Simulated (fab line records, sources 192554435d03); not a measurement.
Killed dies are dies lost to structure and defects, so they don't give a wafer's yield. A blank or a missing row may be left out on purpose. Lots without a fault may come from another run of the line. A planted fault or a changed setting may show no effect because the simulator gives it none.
Chamber matching | flow n5_finfet | N5_BEOL_M12_DESCUM_15 on rie_diel-01: 4 sister chambers
The step chemistry O2, time 7.9 s. 4 wafers are shown with their chamber, then 9 later ones without.

WAFERS WITH THEIR CHAMBER
wafer  | chamber | showerhead_plenum_p_Torr (Torr)
L089.3 | 3       | 2.03
L087.2 | 2       | 2.21
L087.4 | 1       | 2.13
L087.5 | 0       | 2.19

WAFERS WITHOUT THEIR CHAMBER
wafer  | showerhead_plenum_p_Torr (Torr)
L090.2 | 2.21
L090.3 | 2.03
L090.4 | 2.19
L093.1 | 2.19
L093.3 | 2.21
L093.6 | 2.03
L091.1 | 2.19
L091.3 | 2.02
L091.6 | 2.20

WHICH CHAMBER EACH WENT THROUGH
wafer  | from the rows above     | in truth
L090.2 | 2                       | 2
L090.3 | 3                       | 3
L090.4 | 0                       | 0
L093.1 | 0                       | 0
L093.3 | 2                       | 2
L093.6 | 3                       | 3
L091.1 | 0                       | 0
L091.3 | 3                       | 3
L091.6 | can't be placed: 2 or 0 | 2
Placed correctly: 8 of 9. Can't be placed from these rows: 1 (the true chamber is among the candidates in 1). Placed wrongly: 0.
How it was worked out, from the rows above alone: a wafer's distance from a chamber is the root of the sum, over the readings, of the square of ((its reading less the chamber's mean) divided by the reading's scatter). The wafer belongs to the nearest chamber; if the next one is less than 2 further off, it can't be placed. A chamber's mean is the mean of its shown wafers. The scatter: with one shown wafer a chamber, the root of the mean of the squares of how far each hidden wafer lies from its nearest shown one.
